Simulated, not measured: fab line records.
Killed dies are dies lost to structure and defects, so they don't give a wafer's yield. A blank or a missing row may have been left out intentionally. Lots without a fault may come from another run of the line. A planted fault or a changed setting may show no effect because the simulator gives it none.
Chamber matching | flow n5 finfet | N5_BEOL_M0_SAQP_STRIP_86 on rie diel-02: 4 sister chambers
The step strips in N2/H2. 4 wafers are shown with their chamber, then 7 later ones without.

## WAFERS, EACH WITH ITS CHAMBER
wafer  | chamber | drypump motor current A (A)
L079.1 | 2       | 6.8
L080.1 | 3       | 6.5
L080.4 | 1       | 6.2
L085.4 | 0       | 5.0

## WAFERS WHOSE CHAMBER IS MISSING
wafer  | drypump motor current A (A)
L085.5 | 6.5
L087.3 | 5.0
L087.4 | 5.1
L087.6 | 6.5
L097.1 | 6.2
L097.2 | 6.8
L097.6 | 5.0

## WHICH CHAMBER EACH WENT THROUGH
wafer  | from the rows above | in truth
L085.5 | 3                   | 3
L087.3 | 0                   | 0
L087.4 | 0                   | 0
L087.6 | 3                   | 3
L097.1 | 1                   | 1
L097.2 | 2                   | 2
L097.6 | 0                   | 0
7 of 7 placed correctly. Number that these rows cannot place: 0. Wrongly placed: 0.
How it was worked out, from the rows above alone: a wafer's distance from a chamber is the root of the sum, over the readings, of the square of ((its reading less the chamber's mean) divided by the reading's scatter). If the next closest chamber is less than 2 further off than the closest, the wafer can't be placed; otherwise it belongs to the closest. For every chamber, the mean is computed from those of its wafers that are shown. The scatter: with one shown wafer a chamber, the root of the mean of the squares of how far each hidden wafer lies from its nearest shown one.
